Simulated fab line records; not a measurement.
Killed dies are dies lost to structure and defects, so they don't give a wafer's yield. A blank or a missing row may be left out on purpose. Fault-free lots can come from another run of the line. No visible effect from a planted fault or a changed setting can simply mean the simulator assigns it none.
The same fault as seen by 2 desks :: flow n5_finfet :: every desk sees just its own numbers, and what lay behind them comes last
Where a reading is given only as a bound, like >300, the bound stands for it, and a mean or a difference that rests on one is marked > or <: the true number lies beyond.

== THE METROLOGY DESK ==
What the gauges read, lot by lot, whatever tool the lot ran on: means of the sampled wafers that have a number. A lot is out of limits, marked OUT, if its mean lies more than 4 standard deviations from the usual mean; the brackets give that distance. Only the readings that lie furthest out on some lot appear, 7 of the 10 it has.
Columns: A = DIBL_N at N5_BEOL_M4_RC_MEAS_101, usual 36.3 mV/V; B = DIBL_P at N5_BEOL_M4_RC_MEAS_101, usual 36.5 mV/V; C = IOFF_N at N5_BEOL_M4_RC_MEAS_101, usual 0.16 nA/um; D = ION_N at N5_BEOL_M4_RC_MEAS_101, usual 675 uA/um; E = ION_P at N5_BEOL_M4_RC_MEAS_101, usual 462 uA/um; F = SS_N at N5_BEOL_M4_RC_MEAS_101, usual 71.6 mV/dec; G = VT_N at N5_BEOL_M4_RC_MEAS_101, usual 249 mV
lot: L701
first seen here: day 7 15:28
A: 35.2
B: 36.2
C: 0.15
D: 676
E: 464
F: 71.5
G: 252

lot: L706
first seen here: day 8 14:51
A: 35.5
B: 35.7
C: 0.15
D: 680
E: 472
F: 71.3
G: 251

lot: L707
first seen here: day 9 10:17
A: 37.0
B: 37.6
C: 0.17
D: 681
E: 463
F: 72.1
G: 249

lot: L709
first seen here: day 9 15:35
A: 34.9
B: 35.5
C: 0.14
D: 658
E: 454
F: 71.5
G: 253

lot: L710
first seen here: day 10 07:46
A: 35.8
B: 36.9
C: 0.13
D: 659
E: 453
F: 70.6
G: 252

lot: L712
first seen here: day 10 09:15
A: 35.2
B: 35.0
C: 0.15
D: 669
E: 454
F: 71.2
G: 250

lot: L722
first seen here: day 13 03:38
A: 38.6
B: 39.2
C: 0.24
D: 700
E: 465
F: 72.6
G: 243

lot: L724
first seen here: day 13 10:06
A: 35.4
B: 36.6
C: 0.16
D: 675
E: 457
F: 71.7
G: 249

lot: L723
first seen here: day 13 10:11
A: 37.0
B: 36.1
C: 0.15
D: 671
E: 454
F: 71.6
G: 250
Result from this desk: across the 9 lots, nothing is out of limits.

== THE DEFECT DESK ==
Per lot, the means of the sampled wafers with a number show what the inspections along the route counted. A lot is out of limits, marked OUT, if its mean lies more than 4 standard deviations from the usual mean; the brackets give that distance.
Columns: A = raw_defect_count at N5_HKMG_FIN_INSPECT_14, usual 2.2
lot: L701
first seen here: day 4 01:43
A: 1.0

lot: L706
first seen here: day 5 06:46
A: 4.3

lot: L707
first seen here: day 5 15:37
A: 3.0

lot: L709
first seen here: day 6 04:28
A: 1.7

lot: L710
first seen here: day 6 16:20
A: >300 (+99 or more) OUT

lot: L712
first seen here: day 7 00:44
A: >300 (+99 or more) OUT

lot: L722
first seen here: day 9 09:59
A: 3.0

lot: L723
first seen here: day 9 16:27
A: 0.7

lot: L724
first seen here: day 9 22:42
A: 2.3
Finding of this desk: L710, L712 out of limits; the first was L710 at day 6 16:20, on raw_defect_count at N5_HKMG_FIN_INSPECT_14. L701, L706, L707, L709, L722, L723, L724 stayed within limits.

== PUT TOGETHER ==
The defect desk could have raised an alarm at day 6 16:20, on L710, L712.
Metrology desk: nothing out of limits seen.
The metrology desk has L710, L712 on record, within its limits.
The lots listed all ran N5_HKMG_FIN_WET_ETCH_76 on wet_bench-05.

== WHAT THE SIMULATOR PUT IN ==
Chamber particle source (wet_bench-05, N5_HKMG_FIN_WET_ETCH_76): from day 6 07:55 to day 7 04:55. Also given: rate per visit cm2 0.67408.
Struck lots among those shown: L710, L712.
Hours from the fault's start to each desk's first reading out of limits: the defect desk, 8.
